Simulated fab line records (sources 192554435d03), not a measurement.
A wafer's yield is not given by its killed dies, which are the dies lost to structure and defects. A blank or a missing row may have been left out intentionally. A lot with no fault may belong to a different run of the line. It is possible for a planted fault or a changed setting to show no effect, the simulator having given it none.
fab line records	flow n5-finfet
record: lots: 6	wafers: 18	last-day: 18
route steps=1938 shown FIN_SAQP@118 BEOL_M4@1111 PASSIVATION@1936
lots that met no fault: taken from a fault-free run of the same line
start-h: hours from the record's first day to the start of the lot's first wafer shown	wait-h: hours since the lot's step before	" as in the row above	L1.1+2: one row covering several wafers at once	- no value, or no start given	* or withheld: withheld	< > ~ a bound
route shown NAME@n: a module of which the file shows steps, and the number in the route of the first	usual: average and standard deviation across the fault-free wafers	same: alike in all rows	chamber/n: place in a boat	sites: the reading at each site	_std_site: standard deviation of those values	_edge_site: outer sites' mean less inner sites'	radius-mm: for every site, how far away it sits from the centre of the wafer	mask NAME#n: copy n	behind: tool/chamber where the wafer was last shaped	hold: why the lot was held/for how many hours/how that ended	device: whichever transistor did not switch (one of n, p or np)	end of line: tests run on the same wafers once the route is complete	a step with no rows: only its recipe	killed: count of dies lost to structure and defects at first sort (not the wafer's yield)	map: a wafer's dies, marking killed ones x, the rest . and places with no die _
set.NAME: the run value of the setting; set.NAME@STEP: its run value at that earlier step	model.NAME: the simulator's own value behind a step, which no gauge read
a table for each step, a row for each wafer; lots at some steps of the route
services: when a tool's chamber went out of use (start-h, in hours from the record's first day, below 0 if earlier), for how many hours, and the reason
== steps ==
step: N5_FIN_SAQP_HM_OPEN_73
recipe: chemistry: CHF3/O2	target: SiO2	stop-on: a-Si	target-depth-a: 120	over-etch-frac: 1.8	mask-material: SOC	time-s: 16.8	pressure-mtorr: 30	source-w: 650	bias-w: 170	Ar_flow_sccm: 200	CHF3_flow_sccm: 50	O2_flow_sccm: 5	ion-energy-ev: 200	ends: end-point
step: N5_FIN_SAQP_STRIP_74
recipe: chemistry: CHF3/O2	resist: SiARC	rf-frequency-hz: 6e+07
step: N5_FIN_SAQP_MANDREL_ETCH_22
recipe: target-depth-a: 600	chemistry: HBr/Cl2	target: a-Si	stop-on: SiNx	bt-time-s: 10	over-etch-frac: 0.5	time-s: 30	pressure-mtorr: 10	icp-w: 800	bias-w: 75	HBr_flow_sccm: 150	Cl2_flow_sccm: 80	ends: end-point
step: N5_FIN_SAQP_STRIP_55
recipe: chemistry: N2/H2	power-w: 500	temp-c: 40	pressure-mtorr: 50	rf-frequency-hz: 6e+07	overash-fraction: 0.3	bias-power-w: 28	h2-frac: 0.5	n2-flow-sccm: 300	h2-flow-sccm: 300
step: N5_FIN_SAQP_STRIP_23
recipe: chemistry: SPM	time-s: 750	temp-c: 130	h2so4-h2o2-vol-ratio: 4
step: N5_FIN_SAQP_SRD_66
recipe: dry: ipa-marangoni	time-s: 30	temp-c: 23	rinse-liquid: diw
step: N5_FIN_SAQP_RECESS_75
recipe: chemistry: HF/NH3	target: SiO2	target-depth-a: 144	afs-cycles: 3	temp-c: 30	sublimation-temp-c: 180	sublimation-time-s: 60
usual: drypump-motor-current-A: 6.0/0.3
lot.wafer	tool	chamber	start-h	wait-h	drypump-motor-current-A
L823.1	vapor-etch-01	1	22.89	0.0	5.7
L823.4	"	1	"	"	5.7
L823.6	"	0	"	"	6.2
L831.3	vapor-etch-01	1	71.38	0.1	5.7
L831.4	"	0	"	"	6.2
L831.6	"	1	"	"	5.7
L835.2	vapor-etch-02	1	95.83	0.0	5.6
L835.3	"	1	"	"	5.7
L835.4	"	0	"	"	6.4
L841.4	vapor-etch-01	0	134.25	0.1	6.2
L841.5	"	0	"	"	6.1
L841.6	"	1	"	"	5.7
L842.2	vapor-etch-01	0	137.30	0.0	6.1
L842.3	"	1	"	"	5.7
L842.6	"	0	"	"	6.2
L846.2	vapor-etch-01	1	160.83	0.0	5.7
L846.3	"	0	"	"	6.2
L846.4	"	1	"	"	5.7
step: N5_FIN_SAQP_SPACER1_ALD_24
recipe: material: SiO2	target-thk-a: 203	temp-c: 300	ald-precursor-family: BDEAS	ald-co-reactant: O2-plasma	pulse-time-s: 1	purge-time-s: 2	co-reactant-purge-time-s: 2	ald-cycles: 218	pressure-torr: 2
step: N5_FIN_SAQP_SPACER1_ETCHBACK_25
recipe: chemistry: CHF3/O2	mode: anisotropic-etchback	target: SiO2	target-depth-a: 244	time-s: 12.2	pressure-mtorr: 30	source-w: 650	bias-w: 170	Ar_flow_sccm: 200	CHF3_flow_sccm: 50	O2_flow_sccm: 5	ion-energy-ev: 200
usual: drypump-motor-current-A: 5.6/0.54	oes-product-au: 0.77/0.087	rf-vpp-V: 519/11	showerhead-plenum-p-Torr: 2.38/0.061	throttle-valve-pct: 18.92/0.24
lot.wafer	tool	chamber	start-h	wait-h	drypump-motor-current-A	oes-product-au	rf-hours-counter-h	rf-vpp-V	showerhead-plenum-p-Torr	throttle-valve-pct
L823.1	rie-diel-01	2	24.40	0.5	5.1	0.72	193	532	2.39	18.74
L823.4	"	3	"	"	6.1	0.70	216	518	2.40	19.29
L823.6	"	1	"	"	6.7	0.72	-	517	2.38	19.25
L831.3	rie-diel-02	0	72.53	0.5	5.6	0.75	156	508	2.30	18.86
L831.4	"	1	"	"	5.4	0.69	206	521	2.31	19.00
L831.6	"	3	"	"	6.6	0.71	-	514	2.29	18.58
L835.2	rie-diel-01	1	97.03	0.4	6.7	0.71	228	516	2.37	19.29
L835.3	"	0	"	"	6.0	0.82	85	513	2.45	18.86
L835.4	"	3	"	"	6.0	0.68	241	519	2.39	19.32
L841.4	rie-diel-02	3	135.23	0.4	6.6	0.70	201	513	2.28	18.61
L841.5	"	0	"	"	5.6	0.74	-	507	2.29	18.85
L841.6	"	3	"	"	6.6	0.70	-	514	2.28	18.61
L842.2	rie-diel-01	1	138.53	0.5	6.7	0.69	249	516	2.37	19.33
L842.3	"	2	"	"	5.1	0.69	239	531	2.37	18.84
L842.6	"	2	"	"	5.1	0.70	-	531	2.37	18.83
L846.2	rie-diel-06	0	162.40	0.4	5.5	1.01	0	505	2.56	18.70
L846.3	"	2	"	"	5.5	0.85	55	523	2.43	19.06
L846.4	"	3	"	"	5.3	0.94	11	518	2.37	18.44
step: N5_FIN_SAQP_MANDREL1_REMOVE_56
recipe: chemistry: HBr/Cl2/O2	bt-time-s: 10	target: a-Si	stop-on: SiNx	endpoint: OES-SiCl	over-etch-frac: 1	icp-w: 600	bias-w: 22	HBr_flow_sccm: 150	Cl2_flow_sccm: 80	O2_flow_sccm: 5	pressure-mtorr: 10
usual: drypump-motor-current-A: 5.7/0.43	he-backside-leak-sccm: 2.7/0.33	oes-product-au: 0.995/0.023	throttle-valve-pct: 36.7/0.35
lot.wafer	tool	chamber	start-h	wait-h	drypump-motor-current-A	he-backside-leak-sccm	oes-product-au	rf-hours-counter-h	throttle-valve-pct
L823.1	rie-si-03	2	24.48	0.1	6.0	2.3	1.015	83	37.2
L823.4	"	0	"	"	5.6	2.5	0.994	47	37.5
L823.6	"	3	"	"	5.2	2.5	0.976	-	36.8
L831.3	rie-si-06	3	72.62	0.1	6.4	2.6	0.976	93	36.6
L831.4	"	0	"	"	5.4	2.8	0.974	27	36.8
L831.6	"	3	"	"	6.3	2.6	0.971	-	36.7
L835.2	rie-si-06	3	97.12	0.1	6.4	2.5	0.976	93	36.7
L835.3	"	1	"	"	5.1	2.7	0.982	181	36.7
L835.4	"	2	"	"	5.4	2.5	1.011	3	36.5
L841.4	rie-si-02	0	135.32	0.1	5.6	3.5	0.993	180	36.4
L841.5	"	0	"	"	5.6	3.4	0.991	-	36.4
L841.6	"	1	"	"	5.8	2.9	0.984	-	36.4
L842.2	rie-si-03	2	138.62	0.1	6.0	2.5	1.023	85	37.2
L842.3	"	0	"	"	5.5	2.4	1.002	49	37.5
L842.6	"	0	"	"	5.6	2.3	0.995	-	37.5
L846.2	rie-si-03	0	162.49	0.1	5.5	2.5	0.998	49	37.5
L846.3	"	3	"	"	5.1	2.7	0.977	88	36.8
L846.4	"	2	"	"	6.0	2.3	1.028	86	37.2
step: N5_FIN_SAQP_CD_MEAS_27
recipe: target-cd-nm: 20	landing-energy-ev: 1000	detector: se-inlens	polarity: line
usual: cd-nm: 20.27/0.21
lot.wafer	tool	chamber	start-h	wait-h	cd-nm
L823.1	cd-sem-03	0	24.59	0.1	20.35
L823.4	"	0	"	"	20.00
L823.6	"	0	"	"	20.00
L831.3	cd-sem-01	0	72.74	0.1	20.51
L831.4	"	0	"	"	20.45
L831.6	"	0	"	"	20.06
L835.2	cd-sem-02	0	97.24	0.1	20.28
L835.3	"	0	"	"	20.18
L835.4	"	0	"	"	20.56
L841.4	cd-sem-01	0	135.44	0.1	20.14
L841.5	"	0	"	"	19.91
L841.6	"	0	"	"	20.69
L842.2	cd-sem-03	0	138.73	0.1	20.08
L842.3	"	0	"	"	20.27
L842.6	"	0	"	"	19.92
L846.2	cd-sem-02	0	162.60	0.1	20.41
L846.3	"	0	"	"	20.34
L846.4	"	0	"	"	20.34
step: N5_FIN_SAQP_ETCH_57
recipe: chemistry: CH3F/O2	target: SiNx	mask-material: SiO2	target-depth-a: 325	time-s: 46.4	pressure-mtorr: 30	source-w: 395	bias-w: 73	Ar_flow_sccm: 150	CH3F_flow_sccm: 30	O2_flow_sccm: 20	ion-energy-ev: 120	ends: cleared
usual: CH3F_flow_sccm: 30.00/0.092	O2_flow_sccm: 20.00/0.061	drypump-motor-current-A: 5.6/0.48	etch-rf-on-time-s: 46.5/1.1	oes-product-au: 0.64/0.071	rf-vpp-V: 294/4.9	showerhead-plenum-p-Torr: 1.95/0.058	throttle-valve-pct: 16.39/0.22
lot.wafer	tool	chamber	start-h	wait-h	CH3F_flow_sccm	O2_flow_sccm	drypump-motor-current-A	etch-rf-on-time-s	oes-product-au	rf-hours-counter-h	rf-vpp-V	showerhead-plenum-p-Torr	throttle-valve-pct
L823.1	rie-diel-02	3	24.65	0.0	29.98	20.01	6.6	44.9	0.61	173	293	1.90	16.07
L823.4	"	0	"	"	29.91	20.11	5.5	45.5	0.65	140	289	1.91	16.31
L823.6	"	0	"	"	29.94	20.01	5.6	45.3	0.65	-	290	1.91	16.29
L831.3	rie-diel-06	3	72.89	0.1	30.02	20.10	5.3	45.5	0.59	234	294	1.97	16.27
L831.4	"	1	"	"	29.97	20.07	4.9	45.8	0.73	78	304	2.03	16.07
L831.6	"	1	"	"	29.99	20.14	4.9	46.4	0.72	-	304	2.03	16.09
L835.2	rie-diel-01	0	97.33	0.1	29.98	20.10	6.0	46.5	0.70	85	291	2.03	16.28
L835.3	"	1	"	"	30.13	19.97	6.7	45.5	0.61	228	293	1.97	16.73
L835.4	"	2	"	"	29.98	19.95	5.1	45.8	0.60	219	301	1.97	16.28
L841.4	rie-diel-02	1	135.48	0.0	30.01	19.99	5.4	47.8	0.58	218	296	1.91	16.47
L841.5	"	0	"	"	29.85	19.93	5.6	47.5	0.62	-	288	1.90	16.35
L841.6	"	1	"	"	30.01	20.02	5.3	49.6	0.57	-	296	1.91	16.49
L842.2	rie-diel-02	2	138.78	0.0	30.09	20.07	5.4	46.5	0.58	250	295	1.89	16.64
L842.3	"	3	"	"	29.85	19.94	6.5	45.4	0.60	202	291	1.89	16.12
L842.6	"	3	"	"	30.01	19.99	6.5	46.5	0.59	-	294	1.90	16.15
L846.2	rie-diel-02	0	162.65	0.0	30.10	20.01	5.6	46.8	0.63	182	289	1.90	16.38
L846.3	"	2	"	"	29.95	20.04	5.4	44.7	0.85	2	299	2.14	16.17
L846.4	"	1	"	"	30.07	20.02	5.4	48.7	0.57	-	296	1.90	16.51
step: N5_FIN_SAQP_ETCH_65
recipe: chemistry: CF4	target: SiO2	target-depth-a: 40	ion-energy-ev: 350	time-s: 4.4	pressure-mtorr: 10	icp-w: 800	bias-w: 400	cf4-flow-sccm: 80
usual: bias-w: 400.1/1.2	cf4-flow-sccm: 79.99/0.24	drypump-motor-current-A: 5.6/0.46	he-backside-leak-sccm: 2.7/0.31	oes-product-au: 0.994/0.02	throttle-valve-pct: 21.71/0.16
lot.wafer	tool	chamber	start-h	wait-h	bias-w	cf4-flow-sccm	drypump-motor-current-A	he-backside-leak-sccm	oes-product-au	rf-hours-counter-h	throttle-valve-pct
L823.1	rie-si-06	2	24.75	0.1	399.2	80.19	5.4	2.5	0.995	2	21.59
L823.4	"	0	"	"	399.7	79.77	5.4	3.0	1.003	26	21.67
L823.6	"	0	"	"	400.5	79.62	5.3	3.0	0.996	-	21.68
L831.3	rie-si-06	1	72.99	0.1	401.6	79.96	5.1	2.7	0.976	180	21.71
L831.4	"	2	"	"	399.9	80.02	5.4	2.5	0.994	2	21.57
L831.6	"	2	"	"	400.0	79.90	5.4	2.4	0.992	-	21.58
L835.2	rie-si-03	1	97.44	0.1	400.7	80.10	6.3	3.0	0.972	67	21.81
L835.3	"	3	"	"	399.2	80.38	5.2	2.6	0.962	87	21.88
L835.4	"	2	"	"	399.0	80.45	6.0	2.4	1.014	85	22.01
L841.4	rie-si-03	2	135.59	0.1	-	-	-	-	-	-	-
L841.5	"	1	"	"	-	-	-	-	-	-	-
L841.6	"	2	"	"	-	-	-	-	-	-	-
L842.2	rie-si-02	3	138.88	0.1	-	-	-	-	-	-	-
L842.3	"	2	"	"	-	-	-	-	-	-	-
L842.6	"	3	"	"	-	-	-	-	-	-	-
L846.2	rie-si-06	1	162.76	0.1	401.6	79.72	5.1	2.6	0.989	182	21.71
L846.3	"	3	"	"	400.2	79.89	6.4	2.5	0.987	94	21.61
L846.4	"	2	"	"	401.4	80.11	5.4	2.4	1.001	4	21.57
step: N5_FIN_SAQP_MANDREL_ETCH_58
recipe: chemistry: HBr/Cl2	target: a-Si	target-depth-a: 450	bt-time-s: 10	stop-on: SiNx	mask-material: SiO2	over-etch-frac: 0.8	time-s: 27	pressure-mtorr: 10	icp-w: 800	bias-w: 75	HBr_flow_sccm: 150	Cl2_flow_sccm: 80	ends: end-point
usual: HBr_flow_sccm: 150.0/0.45	bias-w: 74.98/0.21	drypump-motor-current-A: 5.6/0.46	he-backside-leak-sccm: 2.68/0.25	oes-product-au: 0.690/0.011	throttle-valve-pct: 35.58/0.25
lot.wafer	tool	chamber	start-h	wait-h	HBr_flow_sccm	bias-w	drypump-motor-current-A	he-backside-leak-sccm	oes-product-au	rf-hours-counter-h	throttle-valve-pct
L823.1	rie-si-06	2	24.79	0.0	150.3	75.04	5.5	2.52	0.688	2	35.39
L823.4	"	0	"	"	149.9	75.43	5.4	2.95	0.699	26	35.65
L823.6	"	0	"	"	149.6	75.41	5.4	2.97	0.696	-	35.64
L831.3	rie-si-06	1	73.03	0.0	150.3	74.89	5.1	2.53	0.671	180	35.65
L831.4	"	2	"	"	149.6	74.69	5.4	2.57	0.700	2	35.39
L831.6	"	2	"	"	150.0	74.79	5.4	2.64	0.689	-	35.40
L835.2	rie-si-03	1	97.47	0.0	150.7	74.92	6.3	2.94	0.675	67	35.42
L835.3	"	3	"	"	150.2	75.09	5.2	2.61	0.678	87	35.66
L835.4	"	2	"	"	149.8	75.00	6.0	2.40	0.699	85	36.03
L841.4	rie-si-03	2	135.62	0.0	150.1	74.86	6.0	2.49	0.694	85	36.05
L841.5	"	1	"	"	149.7	74.94	6.3	3.00	0.656	-	35.42
L841.6	"	2	"	"	150.2	74.80	6.0	2.42	0.700	-	36.02
L842.2	rie-si-02	3	138.92	0.0	150.4	74.79	6.1	2.58	0.708	29	35.20
L842.3	"	2	"	"	149.9	75.23	5.0	2.28	0.694	64	35.65
L842.6	"	3	"	"	149.4	75.13	6.1	2.58	0.717	-	35.22
L846.2	rie-si-06	1	162.79	0.0	150.6	75.15	5.1	2.40	0.687	182	35.62
L846.3	"	3	"	"	150.0	74.92	6.3	2.53	0.694	94	35.54
L846.4	"	2	"	"	149.6	74.90	5.4	2.56	0.702	4	35.35
step: N5_BEOL_M4_RC_MEAS_101
usual: DIBL_N: 36.2/1.6	DIBL_P: 36.1/2	IOFF_N: 0.16/0.032	IOFF_P: 0.22/0.036	ION_N: 672/11	ION_P: 463/7.5	SS_N: 71.4/0.58	SS_P: 73.2/0.67	VT_N: 250/3.3	VT_P: -250/3.3
lot.wafer	tool	chamber	start-h	wait-h	DIBL_N[mV/V]	DIBL_P[mV/V]	IOFF_N[nA/um]	IOFF_P[nA/um]	ION_N[uA/um]	ION_P[uA/um]	SS_N[mV/dec]	SS_P[mV/dec]	VT_N[mV]	VT_P[mV]
L823.1	prober-02	0	172.82	0.0	37.3	39.4	0.17	0.19	680	459	71.3	73.7	249	-252
L823.4	"	0	"	"	37.8	39.4	0.17	0.19	680	452	71.4	73.7	251	-253
L823.6	"	0	"	"	36.9	37.5	0.14	0.17	659	448	71.0	73.1	254	-257
L831.3	prober-01	0	220.55	0.3	37.9	38.0	0.22	0.28	685	473	71.5	74.1	246	-244
L831.4	"	0	"	"	35.3	35.0	0.17	0.23	680	467	70.9	72.8	246	-246
L831.6	"	0	"	"	35.2	34.9	0.15	0.22	666	466	70.9	72.9	249	-247
L835.2	prober-02	0	247.13	0.2	34.8	35.3	0.16	0.23	689	477	70.9	72.6	246	-245
L835.3	"	0	"	"	37.3	37.4	0.20	0.27	690	472	71.5	74.3	248	-245
L835.4	"	0	"	"	38.0	37.1	0.20	0.25	686	471	71.9	73.0	246	-246
L846.2	prober-02	0	340.00	0.2	36.9	38.3	0.17	0.23	675	469	71.6	73.0	249	-251
L846.3	"	0	"	"	34.1	34.9	0.12	0.19	668	464	71.0	72.4	254	-252
L846.4	"	0	"	"	34.5	35.5	0.14	0.19	671	463	71.1	72.4	250	-250
step: N5_PASSIVATION_PROBE_49
usual: defect-limited-yield: 91.4/1.3	killed_at_M0_to_M3: 34/10	killed_at_M4_up: 14/5.6	killed-at-contacts: 13/5.9	killed-at-front-end: 37/9.9	killed-at-other: 3.5/2.8	killed-dies: 101/15	killed-on-rim: 13/3.9	killed-open: 67/12	killed-short: 32/6.6	sort_bin_5_function: 5.0/0.81	sort_bin_6_memory: 3.2/0.66	sort-n-pass: 1079/15	sort-yield-pct: 91.4/1.3
same: gross-dies: 1180	killed-at-back-side: 0	sort_bin_4_leakage[%]: 0	sort_bin_8_speed[%]: 0
lot.wafer	tool	chamber	start-h	wait-h	defect-limited-yield[%]	killed_at_M0_to_M3	killed_at_M4_up	killed-at-contacts	killed-at-front-end	killed-at-other	killed-dies	killed-on-rim	killed-open	killed-short	sort_bin_5_function[%]	sort_bin_6_memory[%]	sort-n-pass	sort-yield-pct[%]
L841.4	prober-01	-	396.00	0.2	0	29	8	15	1123	5	1180	152	49	38	96.9	2.5	0	0
L841.5	prober-01	-	396.05	0.2	0	34	7	12	1119	8	1180	152	58	39	96.6	3.0	0	0
L841.6	prober-01	-	396.10	0.3	0	29	7	3	1133	8	1180	152	61	24	96.7	2.9	0	0
L842.2	prober-02	-	418.70	0.6	0	34	23	13	1109	1	1180	152	88	38	95.4	4.6	0	0
L842.3	prober-02	-	418.75	0.7	0	23	29	28	1098	2	1180	152	88	26	96.0	3.8	0	0
L842.6	prober-02	-	418.90	0.8	0	35	28	13	1100	4	1180	152	99	27	95.8	3.7	0	0
killed by level:class
L841.4 FIN_SAQP:area-etch=1091 MOL_CONTACT_COAG:geometric-particle:open=12 FIN_SAQP:geometric-particle:short=8 BEOL_M0_SAQP:geometric-particle:short=8 BEOL_M0_SAQP:geometric-particle:open=8 FIN_SAQP:geometric-particle:open=6 BEOL_M1:geometric-particle:open=6 BEOL_M4:geometric-particle:open=5
L841.5 FIN_SAQP:area-etch=1081 BEOL_M2:geometric-particle:open=11 MOL_CONTACT_COAG:geometric-particle:open=9 FIN_SAQP:geometric-particle:short=8 FIN_SAQP:geometric-particle:open=8 GATE_CUT:geometric-particle:short=7 BEOL_M0_SAQP:geometric-particle:short=6 BEOL_M2:geometric-particle:short=5
L841.6 FIN_SAQP:area-etch=1095 DUMMY_GATE:geometric-particle:open=12 BEOL_M2:geometric-particle:open=12 FIN_SAQP:geometric-particle:open=6 GATE_CUT:geometric-particle:open=6 BEOL_M0_SAQP:geometric-particle:short=6 STARTING-WAFER:geometric-particle:short=5 BEOL_M0_SAQP:geometric-particle:open=4
L842.2 FIN_SAQP:area-etch=1054 STI_FIN_REVEAL:geometric-particle:open=15 BEOL_M4:geometric-particle:open=14 FIN_SAQP:geometric-particle:open=13 BEOL_M3:geometric-particle:open=11 MOL_CONTACT_COAG:geometric-particle:open=9 FIN_SAQP:geometric-particle:short=7 BEOL_M0_SAQP:geometric-particle:short=6
L842.3 FIN_SAQP:area-etch=1065 MOL_CONTACT_COAG:geometric-particle:open=24 BEOL_M4:geometric-particle:open=16 DUMMY_GATE:geometric-particle:open=9 FIN_SAQP:geometric-particle:open=5 STI_FIN_REVEAL:geometric-particle:open=4 STARTING-WAFER:geometric-particle:short=4 MOL_CONTACT_COAG:geometric-particle:short=4
L842.6 FIN_SAQP:area-etch=1052 STI_FIN_REVEAL:geometric-particle:open=15 BEOL_M2:geometric-particle:open=13 MOL_CONTACT_COAG:geometric-particle:open=12 BEOL_M4:geometric-particle:open=11 BEOL_M3:geometric-particle:open=9 FIN_SAQP:geometric-particle:open=6 DUMMY_GATE:geometric-particle:open=6
map L841.4 (x killed, . not)
_________________xxxxxxxxxxxx________________
______________xxxxxxxxxxxxxxxxxx_____________
___________xxxxxxxxxxxxxxxxxxxxxxxx__________
__________xxxxxxxxxxxxxxxxxxxxxxxxxx_________
________xxxxxxxxxxxxxxxxxxxxxxxxxxxxxx_______
_______xxxxxxxxxxxxxxxxxxxxxxxxxxxxxxxx______
______xxxxxxxxxxxxxxxxxxxxxxxxxxxxxxxxxx_____
_____xxxxxxxxxxxxxxxxxxxxxxxxxxxxxxxxxxxx____
____xxxxxxxxxxxxxxxxxxxxxxxxxxxxxxxxxxxxxx___
___xxxxxxxxxxxxxxxxxxxxxxxxxxxxxxxxxxxxxxxx__
___xxxxxxxxxxxxxxxxxxxxxxxxxxxxxxxxxxxxxxxx__
__xxxxxxxxxxxxxxxxxxxxxxxxxxxxxxxxxxxxxxxxxx_
__xxxxxxxxxxxxxxxxxxxxxxxxxxxxxxxxxxxxxxxxxx_
_xxxxxxxxxxxxxxxxxxxxxxxxxxxxxxxxxxxxxxxxxxxx
_xxxxxxxxxxxxxxxxxxxxxxxxxxxxxxxxxxxxxxxxxxxx
_xxxxxxxxxxxxxxxxxxxxxxxxxxxxxxxxxxxxxxxxxxxx
_xxxxxxxxxxxxxxxxxxxxxxxxxxxxxxxxxxxxxxxxxxxx
_xxxxxxxxxxxxxxxxxxxxxxxxxxxxxxxxxxxxxxxxxxxx
_xxxxxxxxxxxxxxxxxxxxxxxxxxxxxxxxxxxxxxxxxxxx
_xxxxxxxxxxxxxxxxxxxxxxxxxxxxxxxxxxxxxxxxxxxx
_xxxxxxxxxxxxxxxxxxxxxxxxxxxxxxxxxxxxxxxxxxxx
__xxxxxxxxxxxxxxxxxxxxxxxxxxxxxxxxxxxxxxxxxx_
__xxxxxxxxxxxxxxxxxxxxxxxxxxxxxxxxxxxxxxxxxx_
___xxxxxxxxxxxxxxxxxxxxxxxxxxxxxxxxxxxxxxxx__
___xxxxxxxxxxxxxxxxxxxxxxxxxxxxxxxxxxxxxxxx__
____xxxxxxxxxxxxxxxxxxxxxxxxxxxxxxxxxxxxxx___
_____xxxxxxxxxxxxxxxxxxxxxxxxxxxxxxxxxxxx____
______xxxxxxxxxxxxxxxxxxxxxxxxxxxxxxxxxx_____
_______xxxxxxxxxxxxxxxxxxxxxxxxxxxxxxxx______
________xxxxxxxxxxxxxxxxxxxxxxxxxxxxxx_______
__________xxxxxxxxxxxxxxxxxxxxxxxxxx_________
___________xxxxxxxxxxxxxxxxxxxxxxxx__________
______________xxxxxxxxxxxxxxxxxx_____________
_________________xxxxxxxxxxxx________________
map L842.2 (x killed, . not)
_________________xxxxxxxxxxxx________________
______________xxxxxxxxxxxxxxxxxx_____________
___________xxxxxxxxxxxxxxxxxxxxxxxx__________
__________xxxxxxxxxxxxxxxxxxxxxxxxxx_________
________xxxxxxxxxxxxxxxxxxxxxxxxxxxxxx_______
_______xxxxxxxxxxxxxxxxxxxxxxxxxxxxxxxx______
______xxxxxxxxxxxxxxxxxxxxxxxxxxxxxxxxxx_____
_____xxxxxxxxxxxxxxxxxxxxxxxxxxxxxxxxxxxx____
____xxxxxxxxxxxxxxxxxxxxxxxxxxxxxxxxxxxxxx___
___xxxxxxxxxxxxxxxxxxxxxxxxxxxxxxxxxxxxxxxx__
___xxxxxxxxxxxxxxxxxxxxxxxxxxxxxxxxxxxxxxxx__
__xxxxxxxxxxxxxxxxxxxxxxxxxxxxxxxxxxxxxxxxxx_
__xxxxxxxxxxxxxxxxxxxxxxxxxxxxxxxxxxxxxxxxxx_
_xxxxxxxxxxxxxxxxxxxxxxxxxxxxxxxxxxxxxxxxxxxx
_xxxxxxxxxxxxxxxxxxxxxxxxxxxxxxxxxxxxxxxxxxxx
_xxxxxxxxxxxxxxxxxxxxxxxxxxxxxxxxxxxxxxxxxxxx
_xxxxxxxxxxxxxxxxxxxxxxxxxxxxxxxxxxxxxxxxxxxx
_xxxxxxxxxxxxxxxxxxxxxxxxxxxxxxxxxxxxxxxxxxxx
_xxxxxxxxxxxxxxxxxxxxxxxxxxxxxxxxxxxxxxxxxxxx
_xxxxxxxxxxxxxxxxxxxxxxxxxxxxxxxxxxxxxxxxxxxx
_xxxxxxxxxxxxxxxxxxxxxxxxxxxxxxxxxxxxxxxxxxxx
__xxxxxxxxxxxxxxxxxxxxxxxxxxxxxxxxxxxxxxxxxx_
__xxxxxxxxxxxxxxxxxxxxxxxxxxxxxxxxxxxxxxxxxx_
___xxxxxxxxxxxxxxxxxxxxxxxxxxxxxxxxxxxxxxxx__
___xxxxxxxxxxxxxxxxxxxxxxxxxxxxxxxxxxxxxxxx__
____xxxxxxxxxxxxxxxxxxxxxxxxxxxxxxxxxxxxxx___
_____xxxxxxxxxxxxxxxxxxxxxxxxxxxxxxxxxxxx____
______xxxxxxxxxxxxxxxxxxxxxxxxxxxxxxxxxx_____
_______xxxxxxxxxxxxxxxxxxxxxxxxxxxxxxxx______
________xxxxxxxxxxxxxxxxxxxxxxxxxxxxxx_______
__________xxxxxxxxxxxxxxxxxxxxxxxxxx_________
___________xxxxxxxxxxxxxxxxxxxxxxxx__________
______________xxxxxxxxxxxxxxxxxx_____________
_________________xxxxxxxxxxxx________________
== services ==
tool	chamber	start-h	hours	kind
vapor-etch-02	-	28.51	0.5	repair
rie-si-02	-	38.96	0.7	repair
rie-si-06	0	81.36	1.9	repair
rie-diel-02	-	96.68	28.1	pm
rie-diel-01	-	105.62	2.8	pm
rie-diel-01	3	118.77	-	clean
rie-diel-01	3	118.77	-	consumable-replace:focus-ring
rie-diel-01	3	118.77	22.9	scheduled-down
rie-diel-01	3	118.77	22.9	vent-cycle
vapor-etch-02	-	122.94	15.6	pm
rie-diel-02	3	126.12	3.5	repair
vapor-etch-01	-	131.62	0.8	repair
rie-diel-02	2	139.13	-	clean
rie-diel-02	2	139.13	-	consumable-replace:focus-ring
rie-diel-02	2	139.13	-	consumable-replace:showerhead
rie-diel-02	2	139.13	19.0	scheduled-down
rie-diel-02	2	139.13	19.0	vent-cycle
rie-diel-01	1	141.67	-	clean
rie-diel-01	1	141.67	-	consumable-replace:focus-ring
rie-diel-01	1	141.67	20.2	scheduled-down
rie-diel-01	1	141.67	20.2	vent-cycle
vapor-etch-02	1	142.89	8.8	repair
rie-diel-02	3	143.67	19.0	repair
rie-diel-01	2	162.14	-	clean
== key ==
first-sign: step: N5_FIN_SAQP_ETCH_65	reading: tool-record	direction: missing
effect: step: N5_PASSIVATION_PROBE_49	reading: sort_bin_5_function	direction: up	sigmas: 99+	usual: 5.0	struck: 96.3
more-kills-born-at: N5_FIN_SAQP_ETCH_65@rie-si-03: 3267	N5_FIN_SAQP_ETCH_65@rie-si-02: 3171
met-at N5_FIN_SAQP_ETCH_65
struck-wafers L841.4,L841.5,L841.6,L842.2,L842.3,L842.6
later-rows-left-out L841.4,L841.5,L841.6,L842.2,L842.3,L842.6
onset-between 97.44 135.59
fault: kind: skipped-step-whole	tool: rie-si-02,rie-si-03	chamber: -	onset-h: 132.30	steps: N5_FIN_SAQP_ETCH_65	scope: struck-lots-only
later-rows-left-out: the simulator's readings of these wafers behind a module that went badly wrong aren't trusted and aren't shown, but for the sort
